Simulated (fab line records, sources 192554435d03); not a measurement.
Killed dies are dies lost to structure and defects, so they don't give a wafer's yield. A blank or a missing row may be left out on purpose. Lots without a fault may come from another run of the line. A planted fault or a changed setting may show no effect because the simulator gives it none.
Problem report in the 8D (eight disciplines) form, filled by code | flow n5_finfet | the parts of the form that need people (team, actions taken, sign-off) are left out

1. THE PROBLEM
etch_rf_on_time_s at N5_BEOL_M5_ETCH_67 reads a mean of 37.0 s on 4 wafers of 3 lots; wafers without a fault read 26.1 s with a standard deviation of 0.75. That is +15 standard deviations from the usual mean.
The step: etches SiARC in CF4, target depth 15.6 nm, time 26 s.
First seen on wafer L152.2, day 11 07:02, on rie_diel-03. The record holds 30 wafers of 11 lots with a number at this step. Rule for "out", or "out of limits": more than 4 standard deviations from the usual mean. The other wafers with a number count as sound.

2. WHAT IT IS AND WHAT IT IS NOT
question                    | is                             | is not
which readings at this step | etch_rf_on_time_s              | drypump_motor_current_A, mfc_ar_sccm, rf_vpp_V, showerhead_plenum_p_Torr, throttle_valve_pct
which lots                  | L152, L158, L160               | L145, L146, L147, L150, L156, L165, L167, L168
which wafers of those lots  | L152.2, L158.2, L158.3, L160.3 | L152.1, L152.5, L160.1
read on which tools         | rie_diel-03                    | rie_diel-01, rie_diel-04
when                        | from day 11 07:02              | up to then (14 sound wafers); but 12 sound wafers of L156, L160, L165, L167, L168 came after

3. SUSPECTS, AND WHAT RULES EACH OUT
Counting: a tool at a process step up to the reading stays a suspect if it ran every lot that is out. Sound lots after the first of them don't rule it out here, since some wafers of a struck lot are sound.
- rie_diel-03 at N5_BEOL_M5_ETCH_75 (etches underlayer in N2/H2, target depth 6.5 nm, time 5.2 s): kept. It ran every lot that is out, first L152 (day 11 07:01); its last sound lot up to then is L150 (day 11 04:18).
- rie_diel-03 at N5_BEOL_M5_ETCH_67 (etches SiARC in CF4, target depth 15.6 nm, time 26 s): kept. It ran every lot that is out, first L152 (day 11 07:02); its last sound lot up to then is L150 (day 11 04:19). Its own readings are out on those wafers: etch_rf_on_time_s.
Left after counting: rie_diel-03 at N5_BEOL_M5_ETCH_75, rie_diel-03 at N5_BEOL_M5_ETCH_67.

4. THE CAUSE (what the simulator had put in)
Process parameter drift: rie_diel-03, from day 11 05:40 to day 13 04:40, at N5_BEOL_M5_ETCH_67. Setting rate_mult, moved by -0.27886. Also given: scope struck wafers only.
Counting left 2 suspects, and this tool is among them.

5. THE CHAIN OF EFFECTS, in route order
Each row: a reading whose mean over the struck wafers that have a number lies more than 3 standard deviations from the usual. Only readings for which the record gives a usual standard deviation are gone through. hours: the time from each lot's start at the first step in this table that gives one to its start at this step, as a median over the lots. sigmas: the change in usual standard deviations.
hours | step               | reading           | usual  | on struck wafers | change | sigmas
0     | N5_BEOL_M5_ETCH_67 | etch_rf_on_time_s | 26.1 s | 37.0             | +10.9  | +15
The process steps in it:
- N5_BEOL_M5_ETCH_67: etches SiARC in CF4, target depth 15.6 nm, time 26 s.
Later measuring or inspecting steps at which every struck wafer that the step has a row for has a number for every such reading, and none has moved that far: N5_BEOL_M5_OCD_MEAS_38.

6. WHAT WOULD HAVE CAUGHT IT SOONER
In this record the first reading out of limits was taken at day 11 07:02, 1 hour after the fault began at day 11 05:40.
